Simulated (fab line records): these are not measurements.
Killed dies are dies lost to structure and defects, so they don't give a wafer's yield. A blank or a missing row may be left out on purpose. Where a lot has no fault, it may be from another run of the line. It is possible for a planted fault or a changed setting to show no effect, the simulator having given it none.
Matching of chambers | flow n5_finfet | N5_BEOL_M10_ETCH_65 on rie_diel-05: 4 sister chambers
The step etches SiARC in CF4, target depth 39 nm, time 65 s. 4 wafers are shown with their chamber, then 10 later ones without.

EACH WAFER AND ITS CHAMBER
wafer  | chamber | showerhead_plenum_p_Torr (Torr)
L086.4 | 0       | 2.15
L086.6 | 2       | 2.07
L084.2 | 1       | 2.06
L084.4 | 3       | 2.18

WAFERS WITHOUT THEIR CHAMBER
wafer  | showerhead_plenum_p_Torr (Torr)
L084.6 | 2.06
L089.4 | 2.06
L089.5 | 2.07
L089.6 | 2.18
L092.1 | 2.06
L092.4 | 2.17
L092.5 | 2.17
L096.3 | 2.06
L096.4 | 2.17
L096.6 | 2.06

EACH ONE'S CHAMBER
wafer  | from the rows above     | in truth
L084.6 | can't be placed: 1 or 2 | 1
L089.4 | can't be placed: 1 or 2 | 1
L089.5 | can't be placed: 2 or 1 | 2
L089.6 | 3                       | 3
L092.1 | can't be placed: 1 or 2 | 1
L092.4 | can't be placed: 3 or 0 | 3
L092.5 | can't be placed: 3 or 0 | 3
L096.3 | can't be placed: 1 or 2 | 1
L096.4 | can't be placed: 3 or 0 | 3
L096.6 | can't be placed: 1 or 2 | 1
1 of 10 placed correctly. Unplaceable from these rows: 9, with the true chamber sitting among the candidates in 9. Placed wrongly: 0.
How it was worked out, from the rows above alone: a wafer's distance from a chamber is the root of the sum, over the readings, of the square of ((its reading less the chamber's mean) divided by the reading's scatter). If the next closest chamber is less than 2 further off than the closest, the wafer can't be placed; otherwise it belongs to the closest. A chamber's mean is the mean of its shown wafers. The scatter: root of mean squared gap, hidden wafer to nearest shown wafer, with one shown wafer a chamber.
